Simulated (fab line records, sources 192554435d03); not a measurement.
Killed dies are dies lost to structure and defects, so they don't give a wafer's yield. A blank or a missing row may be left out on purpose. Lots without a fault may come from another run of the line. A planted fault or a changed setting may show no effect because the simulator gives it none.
Chamber matching | flow n5_finfet | N5_BEOL_M0_SAQP_PECVD_96 on pecvd-03: 3 sister chambers
The step deposits a-Si from SiH4/He, target thk 45 nm, time 45.2 s. 3 wafers are shown with their chamber, then 9 later ones without.

WAFERS WITH THEIR CHAMBER
wafer  | chamber | throttle_valve_pct (%)
L078.4 | 0       | 20.1
L083.4 | 2       | 17.7
L083.5 | 1       | 19.9

WAFERS WITHOUT THEIR CHAMBER
wafer  | throttle_valve_pct (%)
L093.3 | 20.1
L093.5 | 19.6
L093.6 | 19.9
L096.1 | 19.7
L096.2 | 20.0
L096.4 | 19.9
L097.2 | 15.9
L097.4 | 15.6
L097.5 | 20.2

WHICH CHAMBER EACH WENT THROUGH
wafer  | from the rows above          | in truth
L093.3 | can't be placed: 0 or 1      | 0
L093.5 | can't be placed: 1 or 0 or 2 | 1
L093.6 | can't be placed: 1 or 0      | 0
L096.1 | can't be placed: 1 or 0 or 2 | 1
L096.2 | can't be placed: 0 or 1      | 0
L096.4 | can't be placed: 1 or 0      | 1
L097.2 | 2                            | 2
L097.4 | 2                            | 2
L097.5 | can't be placed: 0 or 1      | 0
Placed correctly: 2 of 9. Can't be placed from these rows: 7 (the true chamber is among the candidates in 7). Placed wrongly: 0.
How it was worked out, from the rows above alone: a wafer's distance from a chamber is the root of the sum, over the readings, of the square of ((its reading less the chamber's mean) divided by the reading's scatter). The wafer belongs to the nearest chamber; if the next one is less than 2 further off, it can't be placed. A chamber's mean is the mean of its shown wafers. The scatter: with one shown wafer a chamber, the root of the mean of the squares of how far each hidden wafer lies from its nearest shown one.
